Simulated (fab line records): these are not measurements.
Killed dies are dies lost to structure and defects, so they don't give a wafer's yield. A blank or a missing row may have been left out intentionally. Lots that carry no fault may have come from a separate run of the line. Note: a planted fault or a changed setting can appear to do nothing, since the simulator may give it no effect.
Which tool was responsible? / flow nandHarc / 19 wafers from 7 lots sampled at 2 of the route's 1302 steps

## WHAT THE GAUGES READ, wafer by wafer
NHARC_A_SGD_CUT_OVL_MEAS_10.
lot=L752; measured=day 20 06:50; on=overlay-01; overlayYNm (nm)=2.0 1.5 1.6
lot=L753; measured=day 20 08:05; on=overlay-02; overlayYNm (nm)=0.8 0.1 0.1
lot=L757; measured=day 23 03:37; on=overlay-01; overlayYNm (nm)=-0.5 -0.4
lot=L759; measured=day 24 02:53; on=overlay-02; overlayYNm (nm)=0.5 0.4
lot=L764; measured=day 25 09:50; on=overlay-01; overlayYNm (nm)=-0.7 -0.2 0.2
lot=L765; measured=day 26 10:04; on=overlay-02; overlayYNm (nm)=-0.5 0.1 -0.4
lot=L772; measured=day 29 01:50; on=overlay-02; overlayYNm (nm)=-0.6 -0.7 -1.2

## EACH LOT AND THE TOOL THAT RAN IT (in order: tool; ch and the chambers of the sampled wafers; start)
lot=L752; NHARC_A_STAIRCASE_DESCUM_443=rieDiel-01 ch 0,3, day 19 22:50
lot=L753; NHARC_A_STAIRCASE_DESCUM_443=rieDiel-09 ch 1,2, day 19 23:02
lot=L757; NHARC_A_STAIRCASE_DESCUM_443=rieDiel-09 ch 0,3, day 22 19:25
lot=L759; NHARC_A_STAIRCASE_DESCUM_443=rieDiel-09 ch 1,2, day 23 16:17
lot=L764; NHARC_A_STAIRCASE_DESCUM_443=rieDiel-09 ch 1,2,3, day 25 01:44
lot=L765; NHARC_A_STAIRCASE_DESCUM_443=rieDiel-09 ch 0,1,3, day 26 02:08
lot=L772; NHARC_A_STAIRCASE_DESCUM_443=rieDiel-09 ch 1,3, day 28 17:41
- NHARC_A_STAIRCASE_DESCUM_443: chemistry O2, time 3 s.

## THE ANSWER, worked out from the rows above alone
Rule: the usual values come from the lots themselves. Put in order of their means at a reading, lots are off if they are a third of the lots or fewer, leave a main group of 4 or more, and stand apart from it by a gap of 3 or more times the standard deviation of the main group's means; of several such gaps the widest counts. If all means in a main group match to the digits the tables above print for the reading, that group is not used. A lot without any number at a reading at which 4 lots or more have one is off too. Any other lot the step has rows for is counted as sound.
No lot is off at any reading shown: from this, nothing can be told.

## WHAT THE SIMULATOR HAD PUT IN
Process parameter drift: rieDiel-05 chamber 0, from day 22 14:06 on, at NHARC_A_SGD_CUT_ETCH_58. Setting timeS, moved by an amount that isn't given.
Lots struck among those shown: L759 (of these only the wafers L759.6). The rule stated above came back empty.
